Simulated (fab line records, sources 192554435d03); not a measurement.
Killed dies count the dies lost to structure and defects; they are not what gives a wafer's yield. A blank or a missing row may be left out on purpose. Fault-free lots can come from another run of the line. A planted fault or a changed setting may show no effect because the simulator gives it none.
Chamber matching :: flow n5_finfet :: 4 sister chambers for N5_BEOL_M7_ETCH_72 on rie_diel-02
The step etches underlayer in N2/H2, target depth 6.5 nm, time 5.2 s. 24 wafers are shown with their chamber, then 12 later ones without.

WAFERS PAIRED WITH THEIR CHAMBERS
wafer: L074.1
chamber: 2
drypump_motor_current_A (A): 6.1
showerhead_plenum_p_Torr (Torr): 2.57
throttle_valve_pct (%): 17.87

wafer: L074.4
chamber: 3
drypump_motor_current_A (A): 4.7
showerhead_plenum_p_Torr (Torr): 2.47
throttle_valve_pct (%): 17.55

wafer: L074.6
chamber: 1
drypump_motor_current_A (A): 6.4
showerhead_plenum_p_Torr (Torr): 2.70
throttle_valve_pct (%): 17.79

wafer: L077.1
chamber: 0
drypump_motor_current_A (A): 5.8
showerhead_plenum_p_Torr (Torr): 2.55
throttle_valve_pct (%): 17.44

wafer: L077.4
chamber: 3
drypump_motor_current_A (A): 4.7
showerhead_plenum_p_Torr (Torr): 2.47
throttle_valve_pct (%): 17.58

wafer: L077.5
chamber: 3
drypump_motor_current_A (A): 4.7
showerhead_plenum_p_Torr (Torr): 2.47
throttle_valve_pct (%): 17.59

wafer: L082.1
chamber: 3
drypump_motor_current_A (A): 4.7
showerhead_plenum_p_Torr (Torr): 2.46
throttle_valve_pct (%): 17.59

wafer: L082.5
chamber: 2
drypump_motor_current_A (A): 6.1
showerhead_plenum_p_Torr (Torr): 2.56
throttle_valve_pct (%): 17.88

wafer: L082.6
chamber: 3
drypump_motor_current_A (A): 4.7
showerhead_plenum_p_Torr (Torr): 2.46
throttle_valve_pct (%): 17.62

wafer: L085.3
chamber: 3
drypump_motor_current_A (A): 4.8
showerhead_plenum_p_Torr (Torr): 2.46
throttle_valve_pct (%): 17.60

wafer: L085.4
chamber: 1
drypump_motor_current_A (A): 6.4
showerhead_plenum_p_Torr (Torr): 2.69
throttle_valve_pct (%): 17.83

wafer: L085.5
chamber: 3
drypump_motor_current_A (A): 4.8
showerhead_plenum_p_Torr (Torr): 2.46
throttle_valve_pct (%): 17.61

wafer: L089.3
chamber: 2
drypump_motor_current_A (A): 6.1
showerhead_plenum_p_Torr (Torr): 2.56
throttle_valve_pct (%): 17.92

wafer: L089.4
chamber: 0
drypump_motor_current_A (A): 5.8
showerhead_plenum_p_Torr (Torr): 2.55
throttle_valve_pct (%): 17.45

wafer: L089.6
chamber: 2
drypump_motor_current_A (A): 6.1
showerhead_plenum_p_Torr (Torr): 2.56
throttle_valve_pct (%): 17.95

wafer: L087.4
chamber: 2
drypump_motor_current_A (A): 6.1
showerhead_plenum_p_Torr (Torr): 2.56
throttle_valve_pct (%): 17.92

wafer: L087.5
chamber: 3
drypump_motor_current_A (A): 4.7
showerhead_plenum_p_Torr (Torr): 2.46
throttle_valve_pct (%): 17.61

wafer: L087.6
chamber: 0
drypump_motor_current_A (A): 5.8
showerhead_plenum_p_Torr (Torr): 2.55
throttle_valve_pct (%): 17.44

wafer: L088.1
chamber: 0
drypump_motor_current_A (A): 5.8
showerhead_plenum_p_Torr (Torr): 2.54
throttle_valve_pct (%): 17.49

wafer: L088.4
chamber: 1
drypump_motor_current_A (A): 6.4
showerhead_plenum_p_Torr (Torr): 2.68
throttle_valve_pct (%): 17.86

wafer: L088.6
chamber: 3
drypump_motor_current_A (A): 4.7
showerhead_plenum_p_Torr (Torr): 2.46
throttle_valve_pct (%): 17.62

wafer: L091.2
chamber: 0
drypump_motor_current_A (A): 5.8
showerhead_plenum_p_Torr (Torr): 2.54
throttle_valve_pct (%): 17.45

wafer: L091.3
chamber: 1
drypump_motor_current_A (A): 6.4
showerhead_plenum_p_Torr (Torr): 2.68
throttle_valve_pct (%): 17.85

wafer: L091.4
chamber: 2
drypump_motor_current_A (A): 6.1
showerhead_plenum_p_Torr (Torr): 2.56
throttle_valve_pct (%): 17.93

SIGNATURES (means of the wafers above)
reading: drypump_motor_current_A
chamber 0: 5.800
chamber 1: 6.400
chamber 2: 6.100
chamber 3: 4.722
scatter within a chamber: 0.0279

reading: showerhead_plenum_p_Torr
chamber 0: 2.5460
chamber 1: 2.6875
chamber 2: 2.5617
chamber 3: 2.4633
scatter within a chamber: 0.00582

reading: throttle_valve_pct
chamber 0: 17.4540
chamber 1: 17.8325
chamber 2: 17.9117
chamber 3: 17.5967
scatter within a chamber: 0.0258
Rule: distance of a wafer from a chamber = root of the sum over the readings of ((wafer's reading minus chamber's mean) / reading's scatter) squared. The wafer belongs to the nearest chamber; if the next one is less than 2 further off, it can't be placed. The scatter is the square root of a quotient: the sum, over the shown wafers, of each reading's squared deviation from its chamber's mean, divided by wafers minus chambers.

WAFERS WITHOUT THEIR CHAMBER
wafer: L092.2
drypump_motor_current_A (A): 5.8
showerhead_plenum_p_Torr (Torr): 2.54
throttle_valve_pct (%): 17.46

wafer: L092.4
drypump_motor_current_A (A): 4.7
showerhead_plenum_p_Torr (Torr): 2.45
throttle_valve_pct (%): 17.62

wafer: L092.5
drypump_motor_current_A (A): 4.7
showerhead_plenum_p_Torr (Torr): 2.46
throttle_valve_pct (%): 17.65

wafer: L093.2
drypump_motor_current_A (A): 5.8
showerhead_plenum_p_Torr (Torr): 2.54
throttle_valve_pct (%): 17.46

wafer: L093.3
drypump_motor_current_A (A): 6.1
showerhead_plenum_p_Torr (Torr): 2.56
throttle_valve_pct (%): 17.92

wafer: L093.4
drypump_motor_current_A (A): 4.8
showerhead_plenum_p_Torr (Torr): 2.46
throttle_valve_pct (%): 17.64

wafer: L096.2
drypump_motor_current_A (A): 6.4
showerhead_plenum_p_Torr (Torr): 2.68
throttle_valve_pct (%): 17.88

wafer: L096.4
drypump_motor_current_A (A): 5.7
showerhead_plenum_p_Torr (Torr): 2.54
throttle_valve_pct (%): 17.46

wafer: L096.6
drypump_motor_current_A (A): 5.8
showerhead_plenum_p_Torr (Torr): 2.54
throttle_valve_pct (%): 17.47

wafer: L097.1
drypump_motor_current_A (A): 6.4
showerhead_plenum_p_Torr (Torr): 2.68
throttle_valve_pct (%): 17.86

wafer: L097.2
drypump_motor_current_A (A): 5.8
showerhead_plenum_p_Torr (Torr): 2.54
throttle_valve_pct (%): 17.49

wafer: L097.5
drypump_motor_current_A (A): 5.8
showerhead_plenum_p_Torr (Torr): 2.54
throttle_valve_pct (%): 17.49

WHICH CHAMBER EACH ONE RAN IN
wafer: L092.2
from the rows above: 0
in truth: 0

wafer: L092.4
from the rows above: 3
in truth: 3

wafer: L092.5
from the rows above: 3
in truth: 3

wafer: L093.2
from the rows above: 0
in truth: 0

wafer: L093.3
from the rows above: 2
in truth: 2

wafer: L093.4
from the rows above: 3
in truth: 3

wafer: L096.2
from the rows above: 1
in truth: 1

wafer: L096.4
from the rows above: 0
in truth: 0

wafer: L096.6
from the rows above: 0
in truth: 0

wafer: L097.1
from the rows above: 1
in truth: 1

wafer: L097.2
from the rows above: 0
in truth: 0

wafer: L097.5
from the rows above: 0
in truth: 0
12 of 12 placed correctly. Number that these rows cannot place: 0. Wrongly placed: 0.
